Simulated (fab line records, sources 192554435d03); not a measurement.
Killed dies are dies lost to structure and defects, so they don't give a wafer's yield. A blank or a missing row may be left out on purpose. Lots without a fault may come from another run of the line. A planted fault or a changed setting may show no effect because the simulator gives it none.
fab line records | flow n5_finfet
record lots=7 wafers=21 last_day=18
route steps=1938 shown MOL_CONTACT_COAG@588
lots that met no fault: from a run of the same line without faults
start_h: hours from the record's first day to the start of the lot's first wafer shown | wait_h: hours since the lot's step before | " the same as in the row above | L1.1+2: a row that stands for several wafers | - no value, or no start given | * or withheld: withheld | < > ~ a bound
route shown NAME@n: a module of which the file shows steps, and the number in the route of the first | usual: mean/standard deviation of fault-free wafers | same: alike in all rows | chamber/n: place in a boat | sites: the reading at each site | _std_site: their standard deviation | _edge_site: outer sites' mean less inner sites' | radius_mm: how far each site lies from the wafer's centre | mask NAME#n: copy n | behind: the tool/chamber that last shaped the wafer | hold: why the lot was held/for how many hours/how that ended | device: the transistor (n, p or np) that didn't switch | end of line: the same wafers' tests at the end of the route | a step without rows: its recipe alone | killed: dies lost to structure and defects at the first sort, not the wafer's yield | map: a wafer's dies, x killed, . not, _ none there
set.NAME: the setting as run; set.NAME@STEP: as run at that earlier step | model.NAME: the simulator's own value behind a step, which no gauge read
lots at some steps of the route; a table a step, a row a wafer
services: from which hour (start_h, from the record's first day; less than 0 if before it) a tool's chamber was out of use, for how many hours, and why
## steps
# step N5_MOL_CONTACT_COAG_ETCH_47
# recipe chemistry=CH3F/O2 target=SiNx target_depth_a=270 mask_material=SiO2 stop_on=W over_etch_frac=0.2 ion_energy_ev=120 endpoint=OES-CN pressure_mtorr=30 source_w=395 bias_w=73 Ar_flow_sccm=150 CH3F_flow_sccm=30 O2_flow_sccm=20 ends=end_point
# usual drypump_motor_current_A=5.6/0.5 etch_rf_on_time_s=31.7/0.82 oes_product_au=0.68/0.078 rf_vpp_V=295/6.7 showerhead_plenum_p_Torr=2.00/0.074 throttle_valve_pct=16.31/0.23
# same over_etch_frac=0.2
# columns lot.wafer tool chamber start_h wait_h drypump_motor_current_A etch_rf_on_time_s oes_product_au rf_hours_counter_h rf_vpp_V showerhead_plenum_p_Torr throttle_valve_pct
L544.2 rie_diel-05 0 128.88 0.0 5.2 33.2 0.63 169 288 1.99 16.15
L544.5 " 1 " " 5.4 32.9 0.63 - 291 1.98 16.42
L544.6 " 2 " " 6.2 31.5 0.64 - 285 1.91 16.61
L552.2 rie_diel-03 0 185.95 0.0 5.2 32.1 0.80 15 300 2.16 16.18
L552.3 " 3 " " 6.4 30.9 0.68 133 294 1.92 16.56
L552.4 " 0 " " 5.2 31.5 0.81 - 299 2.16 16.19
L553.3 rie_diel-01 2 186.21 0.0 5.5 30.9 0.82 19 296 2.13 15.91
L553.4 " 0 " " 6.0 31.8 0.61 213 304 2.06 16.42
L553.6 " 1 " " 5.9 31.5 0.63 - 306 2.06 16.43
L554.1 rie_diel-03 3 191.10 0.0 6.5 31.3 0.68 134 293 1.92 16.55
L554.2 " 1 " " 5.4 31.1 0.77 31 293 1.96 15.91
L554.4 " 1 " " 5.4 30.7 0.78 - 294 1.96 15.91
L556.1 rie_diel-01 2 202.03 0.0 5.6 30.7 0.81 24 296 2.13 15.93
L556.4 " 0 " " 6.0 31.9 0.61 218 303 2.06 16.43
L556.6 " 0 " " 6.0 32.2 0.61 - 304 2.06 16.45
L558.3 rie_diel-05 1 213.50 0.0 5.4 32.3 0.63 194 289 1.97 16.48
L558.4 " 0 " " 5.2 32.7 0.62 197 286 1.98 16.21
L558.5 " 1 " " 5.4 32.9 0.63 - 289 1.97 16.48
L562.1 rie_diel-01 0 238.54 0.0 6.0 31.9 0.60 232 303 2.05 16.47
L562.2 " 3 " " 5.7 31.9 0.77 27 301 1.95 15.91
L562.5 " 0 " " 6.0 32.0 0.61 - 305 2.05 16.45
# step N5_MOL_CONTACT_COAG_STRIP_119
# recipe chemistry=N2/H2 time_s=30 power_w=1000 temp_c=250 pressure_mtorr=withheld n2_flow_sccm=1750 h2_flow_sccm=3250
# usual drypump_motor_current_A=5.87/0.16 heater_power_w=349/52
# columns lot.wafer tool chamber start_h wait_h drypump_motor_current_A heater_power_w rf_hours_counter_h
L544.2 plasma_asher-01 1 128.96 0.1 5.94 287 47
L544.5 " 0 " " 6.00 405 -
L544.6 " 1 " " 5.96 277 -
L552.2 plasma_asher-02 1 186.03 0.1 5.96 392 109
L552.3 " 1 " " 5.99 397 -
L552.4 " 0 " " 5.65 307 -
L553.3 plasma_asher-01 0 186.31 0.1 6.02 414 -
L553.4 " 1 " " 5.96 280 -
L553.6 " 0 " " 6.01 399 -
L554.1 plasma_asher-02 1 191.18 0.1 5.95 398 110
L554.2 " 0 " " 5.62 312 110
L554.4 " 1 " " 5.94 398 -
L556.1 plasma_asher-01 0 202.11 0.1 6.02 408 61
L556.4 " 1 " " 5.95 283 -
L556.6 " 0 " " 5.98 412 -
L558.3 plasma_asher-02 0 213.60 0.1 5.61 313 -
L558.4 " 1 " " 5.98 389 -
L558.5 " 1 " " 5.96 395 -
L562.1 plasma_asher-01 0 238.62 0.1 6.02 410 69
L562.2 " 1 " " 5.95 275 69
L562.5 " 1 " " 5.93 287 -
# step N5_MOL_CONTACT_COAG_PRECLEAN_144
# recipe chemistry=alkaline_clean temp_c=60 time_s=60 do_ppb=50
# step N5_MOL_CONTACT_COAG_SRD_145
# recipe dry=ipa_marangoni time_s=30 temp_c=23 rinse_liquid=diw
# step N5_MOL_CONTACT_COAG_CD_MEAS_137
# recipe target_cd_nm=16
# usual cd_nm=16.0/0.41
# columns lot.wafer tool chamber start_h wait_h cd_nm
L544.2 cd_sem-02 - 129.11 0.0 16.0
L544.5 " - " " 16.0
L544.6 " - " " 15.7
L552.2 cd_sem-02 - 186.19 0.0 16.2
L552.3 " - " " 16.1
L552.4 " - " " 16.2
L553.3 cd_sem-01 - 186.44 0.0 16.5
L553.4 " - " " 15.5
L553.6 " - " " 15.7
L554.1 cd_sem-02 - 191.33 0.0 17.0
L554.2 " - " " 15.5
L554.4 " - " " 16.1
L556.1 cd_sem-03 - 202.26 0.0 16.2
L556.4 " - " " 16.1
L556.6 " - " " 16.1
L558.3 cd_sem-02 - 213.74 0.0 15.7
L558.4 " - " " 15.2
L558.5 " - " " 16.2
L562.1 cd_sem-02 - 238.77 0.0 16.3
L562.2 " - " " 16.4
L562.5 " - " " 16.3
# step N5_MOL_CONTACT_COAG_COAT_62
# recipe resist=SOC temp_c=250 time_s=60 spin_rpm=1500 resist_thk_nm=60
# step N5_MOL_CONTACT_COAG_COAT_63
# recipe resist=SiARC temp_c=220 time_s=60 spin_rpm=1500 resist_thk_nm=10
# step N5_MOL_CONTACT_COAG_COAT_64
# recipe resist=underlayer temp_c=205 time_s=60 spin_rpm=1500 resist_thk_nm=10
# step N5_MOL_CONTACT_COAG_COAT_34
# recipe resist=CAR-EUV spin_rpm=1500 resist_thk_nm=40
# step N5_MOL_CONTACT_COAG_EBR_36
# recipe solvent=PGMEA ebr_width_mm=1.5
# step N5_MOL_CONTACT_COAG_SOFTBAKE_35
# recipe temp_c=110 time_s=60 resist=CAR-EUV
# step N5_MOL_CONTACT_COAG_EXPOSE_37
# recipe mask_id=VD na=0.33 source_shape=annular sigma_inner=0.3 sigma_outer=0.7 polarization=unpolarized defocus_nm=0 dose_mj=62
# step N5_MOL_CONTACT_COAG_PEB_38
# recipe peb_temp_c=100 peb_time_s=60 resist=CAR-EUV
# usual chill_plate_temp_C=23.01/0.11 exhaust_pa=45.1/0.89 plate_temp_C=100.04/0.14
# columns lot.wafer tool chamber start_h wait_h chill_plate_temp_C exhaust_pa plate_temp_C
L544.2 litho_track-05 0 129.48 0.1 22.98 42.8 100.08
L544.5 " 0 " " 23.12 44.4 100.15
L544.6 " 0 " " 23.07 44.0 100.03
L552.2 litho_track-05 - 186.44 0.1 - - -
L552.3 " - " " - - -
L552.4 " - " " - - -
L553.3 litho_track-05 - 186.81 0.1 - - -
L553.4 " - " " - - -
L553.6 " - " " - - -
L554.1 litho_track-01 - 191.58 0.1 - - -
L554.2 " - " " - - -
L554.4 " - " " - - -
L556.1 litho_track-01 0 202.63 0.1 22.90 45.9 100.08
L556.4 " 0 " " 22.83 45.1 100.08
L556.6 " 0 " " 22.89 44.1 100.06
L558.3 litho_track-01 0 213.99 0.1 23.20 46.1 100.05
L558.4 " 0 " " 23.05 46.5 100.14
L558.5 " 0 " " 23.12 46.0 99.99
L562.1 litho_track-01 0 239.14 0.1 23.08 45.5 100.39
L562.2 " 0 " " 23.16 45.0 100.16
L562.5 " 0 " " 23.14 45.7 100.18
# step N5_MOL_CONTACT_COAG_DEVELOP_39
# recipe develop_time_s=30 developer=TMAH resist=CAR-EUV rinse_liquid=surfactant_rinse dry=air_spin dev_temp_c=23
## services
# columns tool chamber start_h hours kind
rie_diel-01 2 119.57 - clean
rie_diel-01 2 119.57 - consumable_replace:focus_ring
rie_diel-01 2 119.57 - consumable_replace:showerhead
rie_diel-01 2 119.57 18.6 scheduled_down
rie_diel-01 2 119.57 18.6 vent_cycle
rie_diel-03 0 123.05 - clean
rie_diel-03 0 123.05 - consumable_replace:focus_ring
rie_diel-03 0 123.05 - consumable_replace:showerhead
rie_diel-03 0 123.05 20.3 scheduled_down
rie_diel-03 0 123.05 20.3 vent_cycle
litho_track-01 - 134.04 - consumable_replace:filter
rie_diel-01 3 138.40 - clean
rie_diel-01 3 138.40 - consumable_replace:focus_ring
rie_diel-01 3 138.40 15.9 scheduled_down
rie_diel-01 3 138.40 15.9 vent_cycle
rie_diel-03 2 183.21 - clean
rie_diel-03 2 183.21 - consumable_replace:focus_ring
rie_diel-03 2 183.21 17.9 scheduled_down
rie_diel-03 2 183.21 17.9 vent_cycle
litho_track-05 - 207.05 - consumable_replace:filter
rie_diel-05 3 226.98 4.9 repair
rie_diel-01 2 234.02 5.6 repair
## key
first_sign step=N5_MOL_CONTACT_COAG_PEB_38 reading=tool_record direction=missing
effect none on later readings
met_at N5_MOL_CONTACT_COAG_PEB_38
struck_wafers L552.2,L552.3,L552.4,L553.3,L553.4,L553.6,L554.1,L554.2,L554.4
later_rows_left_out L552.2,L552.3,L552.4,L553.3,L553.4,L553.6,L554.1,L554.2,L554.4
sort_left_out L552.2,L552.3,L552.4,L553.3,L553.4,L553.6,L554.1,L554.2,L554.4
onset_between 129.48 186.44
fault kind=skipped_step_whole tool=litho_track-01,litho_track-05 chamber=- onset_h=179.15 steps=N5_MOL_CONTACT_COAG_PEB_38 scope=struck_lots_only
# sort_left_out: the simulated sort isn't trusted on such a fault, so these wafers' sort isn't shown, and their yield isn't known
# later_rows_left_out: the simulator's readings of these wafers behind a module that went badly wrong aren't trusted and aren't shown, but for the sort
